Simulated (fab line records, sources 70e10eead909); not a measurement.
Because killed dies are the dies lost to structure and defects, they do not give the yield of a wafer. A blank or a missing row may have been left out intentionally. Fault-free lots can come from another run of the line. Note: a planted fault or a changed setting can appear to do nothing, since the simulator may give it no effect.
Matching of chambers :: flow nand_harc :: rie_diel-08 running NHARC_A_CONTACT_ETCH_48: 4 sister chambers
The step etches the open film in CF4, target depth 39 nm, time 65 s. 8 wafers are shown with their chamber, then 7 later ones without.

WAFERS WITH THEIR CHAMBER
wafer: L077.2
chamber: 2
showerhead_plenum_p_Torr (Torr): 1.77
oes_product_au (a.u.): 1.021

wafer: L077.4
chamber: 0
showerhead_plenum_p_Torr (Torr): 1.89
oes_product_au (a.u.): 1.020

wafer: L077.5
chamber: 0
showerhead_plenum_p_Torr (Torr): 1.89
oes_product_au (a.u.): 1.018

wafer: L078.1
chamber: 1
showerhead_plenum_p_Torr (Torr): 1.77
oes_product_au (a.u.): 1.001

wafer: L078.2
chamber: 3
showerhead_plenum_p_Torr (Torr): 1.80
oes_product_au (a.u.): 0.990

wafer: L078.6
chamber: 3
showerhead_plenum_p_Torr (Torr): 1.80
oes_product_au (a.u.): 0.995

wafer: L090.2
chamber: 1
showerhead_plenum_p_Torr (Torr): 1.76
oes_product_au (a.u.): 0.986

wafer: L090.4
chamber: 2
showerhead_plenum_p_Torr (Torr): 1.75
oes_product_au (a.u.): 1.000

WAFERS WITH NO CHAMBER GIVEN
wafer: L090.5
showerhead_plenum_p_Torr (Torr): 1.79
oes_product_au (a.u.): 1.019

wafer: L093.1
showerhead_plenum_p_Torr (Torr): 1.75
oes_product_au (a.u.): 1.005

wafer: L093.2
showerhead_plenum_p_Torr (Torr): 1.76
oes_product_au (a.u.): 0.997

wafer: L093.5
showerhead_plenum_p_Torr (Torr): 1.78
oes_product_au (a.u.): 1.013

wafer: L096.1
showerhead_plenum_p_Torr (Torr): 1.75
oes_product_au (a.u.): 1.005

wafer: L096.4
showerhead_plenum_p_Torr (Torr): 1.76
oes_product_au (a.u.): 0.996

wafer: L096.6
showerhead_plenum_p_Torr (Torr): 1.78
oes_product_au (a.u.): 1.003

WHICH CHAMBER EACH ONE RAN IN
wafer: L090.5
from the rows above: can't be placed: 3 or 2 or 1
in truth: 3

wafer: L093.1
from the rows above: can't be placed: 2 or 1
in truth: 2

wafer: L093.2
from the rows above: can't be placed: 1 or 2
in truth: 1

wafer: L093.5
from the rows above: can't be placed: 2 or 1 or 3
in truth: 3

wafer: L096.1
from the rows above: can't be placed: 2 or 1
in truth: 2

wafer: L096.4
from the rows above: can't be placed: 1 or 2
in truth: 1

wafer: L096.6
from the rows above: can't be placed: 1 or 2 or 3
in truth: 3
0 of 7 placed correctly. These rows do not allow placing 7 (true chamber among the candidates in 7). Placed wrongly: 0.
How it was worked out, from the rows above alone: a wafer's distance from a chamber is the root of the sum, over the readings, of the square of ((its reading less the chamber's mean) divided by the reading's scatter). If the next closest chamber is less than 2 further off than the closest, the wafer can't be placed; otherwise it belongs to the closest. For every chamber, the mean is computed from those of its wafers that are shown. The scatter: take each reading less its chamber's mean, square it, sum over the shown wafers, divide by the number of wafers less the number of chambers, and take the root.
